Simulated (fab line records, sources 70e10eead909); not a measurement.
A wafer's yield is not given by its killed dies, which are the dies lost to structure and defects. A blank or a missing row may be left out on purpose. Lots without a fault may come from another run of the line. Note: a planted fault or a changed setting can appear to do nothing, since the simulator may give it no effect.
Chamber matching -- flow nand_harc -- NHARC_A_M1_DESCUM_14 on rie_diel-08 has 4 sister chambers
The step chemistry O2, time 3 s. 8 wafers are shown with their chamber, then 8 later ones without.

WAFERS, EACH WITH ITS CHAMBER
wafer,chamber,oes_product_au (a.u.),rf_vpp_V (V)
L078.1,2,1.001,58.3
L079.5,3,0.982,58.1
L081.2,2,1.003,59.2
L081.4,1,0.975,58.3
L083.1,3,0.997,57.1
L083.4,0,0.993,59.2
L083.5,1,0.993,57.7
L090.1,0,0.998,57.5

WAFERS WHOSE CHAMBER IS MISSING
wafer,oes_product_au (a.u.),rf_vpp_V (V)
L090.3,0.990,58.7
L090.6,0.984,58.3
L093.1,1.005,57.3
L093.3,0.991,58.5
L093.5,0.998,58.7
L096.4,0.994,58.5
L096.5,1.007,56.4
L096.6,0.996,59.5

THE CHAMBER EACH PASSED THROUGH
wafer,from the rows above,in truth
L090.3,can't be placed: 0 or 1 or 3 or 2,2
L090.6,can't be placed: 1 or 3 or 0 or 2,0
L093.1,can't be placed: 0 or 2 or 3 or 1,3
L093.3,can't be placed: 0 or 1 or 3 or 2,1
L093.5,can't be placed: 2 or 0 or 3 or 1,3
L096.4,can't be placed: 0 or 2 or 3 or 1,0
L096.5,can't be placed: 3 or 0 or 2 or 1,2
L096.6,can't be placed: 2 or 0 or 1 or 3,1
0 of 8 placed correctly. From these rows, 8 cannot be placed; in 8 the true chamber is one of the candidates. 0 placed wrongly.
How it was worked out, from the rows above alone: a wafer's distance from a chamber is the root of the sum, over the readings, of the square of ((its reading less the chamber's mean) divided by the reading's scatter). If the next closest chamber is less than 2 further off than the closest, the wafer can't be placed; otherwise it belongs to the closest. Each chamber's mean is taken over the wafers shown for it. How the scatter is found: for the shown wafers, subtract from each reading the mean of its chamber, square and add these, divide the total by (wafers less chambers), then take the root.
